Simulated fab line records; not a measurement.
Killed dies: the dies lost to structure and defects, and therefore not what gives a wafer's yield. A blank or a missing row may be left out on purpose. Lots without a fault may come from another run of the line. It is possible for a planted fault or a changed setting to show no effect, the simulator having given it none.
Which tool is to blame?    flow nand harc    12 lots, 36 wafers sampled, at 6 steps of a route of 1302

WHAT EACH GAUGE READ, for each wafer
NHARC_A_BONDPAD_THK_MEAS_20: measures by xrf.
lot   measured      on             thk nm (nm)
L571  day 23 12:12  film metro-02  167.4 169.7 166.9
L573  day 24 18:42  film metro-02  168.3 167.9 168.2
L576  day 25 11:43  film metro-01  172.0 167.5 171.6
L575  day 25 20:01  film metro-02  168.0 168.9 167.5
L577  day 25 23:53  film metro-02  171.9 173.8 168.2
L582  day 27 13:52  film metro-01  170.6 169.2 166.6
L585  day 28 23:40  film metro-01  169.3 168.5 168.3
L583  day 29 05:55  film metro-01  171.1 172.5 174.5
L589  day 31 05:44  film metro-01  169.8 171.1 171.1
L590  day 31 14:34  film metro-02  168.8 166.3 167.7
L591  day 31 22:49  film metro-02  167.4 169.7 166.8
L593  day 32 17:00  film metro-02  167.8 169.5 170.8

NHARC_THIN_TSV_CD_MEAS_12: the cd target is 1000 nm.
lot   measured      on         cd nm (nm)
L571  day 24 00:57  cd sem-03  1004 1002 1004
L573  day 25 07:43  cd sem-03  1004 1006 1002
L576  day 26 01:23  cd sem-01  1002 999 999
L575  day 26 08:20  cd sem-01  1003 1006 1007
L577  day 26 13:13  cd sem-02  997 999 999
L582  day 28 03:49  cd sem-02  1004 1007 1009
L585  day 29 10:54  cd sem-03  1006 1004 1004
L583  day 29 18:13  cd sem-03  1002 1007 1006
L589  day 32 02:35  cd sem-03  1004 1001 1000
L590  day 32 04:59  cd sem-01  1000 997 999
L591  day 32 11:46  cd sem-01  1001 998 998
L593  day 33 06:33  cd sem-03  1001 1003 998

NHARC_THIN_TSV_CD_MEAS_37.
lot   measured      on         cd nm (nm)
L571  day 24 08:25  cd sem-01  5006 5000 5004
L573  day 25 15:06  cd sem-02  5003 5006 5005
L576  day 26 08:46  cd sem-02  5003 5001 4996
L575  day 26 15:50  cd sem-01  5001 5006 5009
L577  day 26 20:27  cd sem-03  4997 4996 4999
L582  day 28 11:10  cd sem-02  5001 5010 5011
L585  day 29 18:15  cd sem-01  5005 5003 5003
L583  day 30 01:32  cd sem-02  5001 5006 5010
L589  day 32 10:28  cd sem-02  5005 5006 5002
L590  day 32 12:41  cd sem-02  5002 5002 4995
L591  day 32 19:47  cd sem-02  4989 4993 4989
L593  day 33 13:58  cd sem-03  5004 5004 4998

NHARC_END_SORT_01.
lot   measured      on         killed at array  killed at other  killed at periphery  killed dies  killed open  killed short
L591  day 33 05:41  prober-02  138 107 112      0 2 3            2 8 2                140 117 117  1 6 1        1 3 1

EACH LOT AND THE TOOL THAT RAN IT (in order: tool; ch and the chambers of the sampled wafers; start)
lot   NHARC_A_BONDPAD_PVD_17                   NHARC_THIN_TSV_ETCH_59
L571  pvd sputter-03, day 23 12:12 or earlier  rie metal-01 ch 0,1, day 24 07:16
L573  pvd sputter-03, day 24 18:42 or earlier  rie metal-02 ch 0,1, day 25 13:57
L576  pvd sputter-03, day 25 11:43 or earlier  rie metal-01 ch 0,1, day 26 07:38
L575  pvd sputter-03, day 25 20:01 or earlier  rie metal-03 ch 0,1, day 26 14:41
L577  pvd sputter-02, day 25 23:53 or earlier  rie metal-03 ch 0,1, day 26 19:22
L582  pvd sputter-01, day 27 13:52 or earlier  rie metal-03 ch 0,1, day 28 10:01
L585  pvd sputter-02, day 28 23:40 or earlier  rie metal-01 ch 1, day 29 17:08
L583  pvd sputter-03, day 29 05:55 or earlier  rie metal-02 ch 0,1, day 30 00:27
L589  pvd sputter-01, day 31 05:44 or earlier  rie metal-02 ch 0,1, day 32 09:19
L590  pvd sputter-01, day 31 14:34 or earlier  rie metal-03 ch 0,1, day 32 11:32
L591  pvd sputter-03, day 31 22:49 or earlier  rie metal-01 ch 0, day 32 18:40
L593  pvd sputter-02, day 32 17:00 or earlier  rie metal-02 ch 0,1, day 33 12:49
- NHARC_A_BONDPAD_PVD_17: deposits TaN, target thk 5 nm, time 8.06 s.
- NHARC_THIN_TSV_ETCH_59: etches the open film in Cl2/BCl3, target depth 880 nm, time 138.1 s.

WHAT THE TOOLS THEMSELVES READ (means of the sampled wafers that have a number; where no wafer has one, the mark that the record gives instead)
NHARC_A_BONDPAD_PVD_17.
lot   tool            substrate temp c (C)  throttle valve pct (%)
L571  pvd sputter-03  49.92                 29.1
L573  pvd sputter-03  50.02                 29.1
L576  pvd sputter-03  49.83                 28.8
L575  pvd sputter-03  50.01                 29.0
L577  pvd sputter-02  49.93                 30.5
L582  pvd sputter-01  49.96                 29.8
L585  pvd sputter-02  50.15                 30.9
L583  pvd sputter-03  49.91                 29.1
L589  pvd sputter-01  49.87                 30.4
L590  pvd sputter-01  49.96                 30.5
L591  pvd sputter-03  50.12                 29.6
L593  pvd sputter-02  50.06                 30.5

NHARC_THIN_TSV_ETCH_59.
lot   tool          bias w (W)  drypump motor current A (A)  he backside leak sccm (sccm)  oes product au (a.u.)  throttle valve pct (%)
L571  rie metal-01  99.4        5.7                          3.4                           0.987                  22.260
L573  rie metal-02  100.0       6.3                          3.4                           0.997                  22.270
L576  rie metal-01  99.8        5.7                          3.5                           0.979                  22.268
L575  rie metal-03  99.9        5.1                          3.1                           1.006                  22.269
L577  rie metal-03  99.8        5.1                          3.1                           1.001                  22.254
L582  rie metal-03  100.2       5.1                          3.1                           1.008                  22.274
L585  rie metal-01  99.9        5.6                          3.8                           0.990                  22.267
L583  rie metal-02  99.9        6.0                          3.4                           0.995                  22.266
L589  rie metal-02  100.1       6.3                          3.4                           0.993                  22.266
L590  rie metal-03  99.9        5.1                          3.2                           1.002                  22.264
L591  rie metal-01  100.5       5.7                          3.7                           1.163                  22.259
L593  rie metal-02  99.8        6.3                          3.3                           0.987                  22.274

THE ANSWER, worked out from the rows above alone
Rule: the lots themselves supply what counts as usual. The widest of any qualifying gaps counts: lots, ordered by their means at a reading, are off when they make up no more than a third of the lots, leave a main group of 4 or more, and stand apart from it by 3 or more times the standard deviation of that group's means. A main group is skipped when, at the precision printed for the reading in the tables above, its means are all equal. Also off: a lot with no number at a reading for which 4 or more lots have one. Where the step has rows for the other lots, those lots are counted as sound. Order of review: gauges by route order, followed by the tools' own readings, for which a lot's mean as printed above is used. At the first step where some lot is off, the reading lying furthest off is the one used; lots without a number count as furthest.
Off: L591 (NHARC_THIN_TSV_ETCH_59, oes product au). Main group: mean 0.995 a.u., sd 0.0085.
A tool fits if, at that step or a process step before it, it ran every lot that is off, and no sound lot after the first of them. NHARC_A_BONDPAD_PVD_17 gives no start for some lots, so the hours and the order of its lots are those of NHARC_A_BONDPAD_THK_MEAS_20. Can't be told from this: 2 tools fit, pvd sputter-03 at NHARC_A_BONDPAD_PVD_17, rie metal-01 at NHARC_THIN_TSV_ETCH_59.

WHAT THE SIMULATOR HAD INSERTED
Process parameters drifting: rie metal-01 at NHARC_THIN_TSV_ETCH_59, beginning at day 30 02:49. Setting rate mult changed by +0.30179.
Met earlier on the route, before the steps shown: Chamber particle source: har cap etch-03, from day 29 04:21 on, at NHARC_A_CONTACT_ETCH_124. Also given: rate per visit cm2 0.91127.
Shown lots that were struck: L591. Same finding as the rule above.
